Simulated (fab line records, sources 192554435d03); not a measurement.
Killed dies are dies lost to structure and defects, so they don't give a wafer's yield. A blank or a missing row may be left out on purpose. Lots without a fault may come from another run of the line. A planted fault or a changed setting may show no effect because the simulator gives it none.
Chamber matching | flow n5_finfet | N5_BEOL_M8_ETCH_61 on rie_diel-04: 4 sister chambers
The step etches SiARC in CF4, target depth 45.5 nm, time 75.8 s. 4 wafers are shown with their chamber, then 7 later ones without.

WAFERS WITH THEIR CHAMBER
wafer  | chamber | showerhead_plenum_p_Torr (Torr)
L075.1 | 2       | 2.11
L083.1 | 1       | 2.04
L083.3 | 3       | 2.13
L085.5 | 0       | 2.06

WAFERS WITHOUT THEIR CHAMBER
wafer  | showerhead_plenum_p_Torr (Torr)
L085.6 | 2.12
L093.1 | 2.05
L093.3 | 2.10
L093.5 | 2.10
L097.1 | 2.05
L097.3 | 2.12
L097.4 | 2.03

WHICH CHAMBER EACH WENT THROUGH
wafer  | from the rows above     | in truth
L085.6 | can't be placed: 3 or 2 | 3
L093.1 | can't be placed: 1 or 0 | 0
L093.3 | 2                       | 2
L093.5 | 2                       | 2
L097.1 | can't be placed: 1 or 0 | 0
L097.3 | can't be placed: 3 or 2 | 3
L097.4 | 1                       | 1
Placed correctly: 3 of 7. Can't be placed from these rows: 4 (the true chamber is among the candidates in 4). Placed wrongly: 0.
How it was worked out, from the rows above alone: a wafer's distance from a chamber is the root of the sum, over the readings, of the square of ((its reading less the chamber's mean) divided by the reading's scatter). The wafer belongs to the nearest chamber; if the next one is less than 2 further off, it can't be placed. A chamber's mean is the mean of its shown wafers. The scatter: with one shown wafer a chamber, the root of the mean of the squares of how far each hidden wafer lies from its nearest shown one.
